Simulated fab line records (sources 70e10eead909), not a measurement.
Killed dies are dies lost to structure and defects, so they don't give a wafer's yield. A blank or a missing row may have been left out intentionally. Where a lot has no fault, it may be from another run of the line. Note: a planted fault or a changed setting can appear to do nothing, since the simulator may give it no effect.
What tool caused it? | flow nand-harc | 18 wafers from 6 lots sampled at 5 of the route's 1159 steps

== WHAT THE GAUGES SHOWED, per wafer ==
NHARC_END_SORT_01.
lot  | measured     | on        | killed-at-periphery
L620 | day 21 08:01 | prober-01 | 3 5 9
L633 | day 24 09:32 | prober-02 | 2 0 2
L638 | day 25 02:52 | prober-02 | 0 1 0

== EACH LOT AND THE TOOL THAT RAN IT (in order: tool; ch and the chambers of the sampled wafers; start) ==
lot  | NHARC_A_STAIRCASE_EXPOSE_286      | NHARC_A_STAIRCASE_DESCUM_291       | NHARC_A_STAIRCASE_ETCH_292         | NHARC_A_STAIRCASE_ETCH_294
L617 | krf-scanner-04 ch 0, day 12 01:19 | rie-diel-11 ch 1,3, day 12 01:41   | rie-diel-11 ch 1,3, day 12 01:48   | rie-diel-11 ch 2,3, no start
L616 | krf-scanner-04 ch 0, day 12 15:32 | rie-diel-02 ch 1,2, day 12 15:55   | rie-diel-02 ch 0,1,2, day 12 16:01 | rie-diel-02 ch 1,2,3, no start
L620 | krf-scanner-02 ch 0, day 12 17:17 | rie-diel-02 ch 1,2,3, day 12 17:41 | rie-diel-02 ch 0,2, day 12 17:45   | rie-diel-02 ch 1,2, day 21 08:01 or earlier
L624 | krf-scanner-02 ch 0, day 13 20:47 | rie-diel-11 ch 2,3, day 13 21:11   | rie-diel-11 ch 0,1, day 13 21:26   | rie-diel-11 ch 1,2, no start
L633 | krf-scanner-04 ch 0, day 15 20:22 | rie-diel-02 ch 1,2, day 15 20:45   | rie-diel-02 ch 0,2, day 15 20:50   | rie-diel-02 ch 0,3, day 24 09:32 or earlier
L638 | krf-scanner-01 ch 0, day 17 15:25 | rie-diel-02 ch 2,3, day 17 15:47   | rie-diel-02 ch 0,1, day 17 15:56   | rie-diel-02 ch 1,2, day 25 02:52 or earlier
- NHARC_A_STAIRCASE_EXPOSE_286: exposes mask CHOP 100.
- NHARC_A_STAIRCASE_DESCUM_291: chemistry O2, time 3 s.
- NHARC_A_STAIRCASE_ETCH_292: etches the open film in CF4/CHF3.
- NHARC_A_STAIRCASE_ETCH_294: etches the open film in C4F8/O2/Ar, target depth 4992 nm, time 1212.4 s.

== THE ANSWER, worked out from the rows above alone ==
Rule: usual is defined by the lots themselves. The widest of any qualifying gaps counts: lots, ordered by their means at a reading, are off when they make up no more than a third of the lots, leave a main group of 4 or more, and stand apart from it by 3 or more times the standard deviation of that group's means. If all means in a main group match to the digits the tables above print for the reading, that group is not used. Also off: a lot with no number at a reading for which 4 or more lots have one. Where the step has rows for the other lots, those lots are counted as sound.
No lot is off at any reading shown: from this, nothing can be told.

== WHAT THE SIMULATOR HAD INSERTED ==
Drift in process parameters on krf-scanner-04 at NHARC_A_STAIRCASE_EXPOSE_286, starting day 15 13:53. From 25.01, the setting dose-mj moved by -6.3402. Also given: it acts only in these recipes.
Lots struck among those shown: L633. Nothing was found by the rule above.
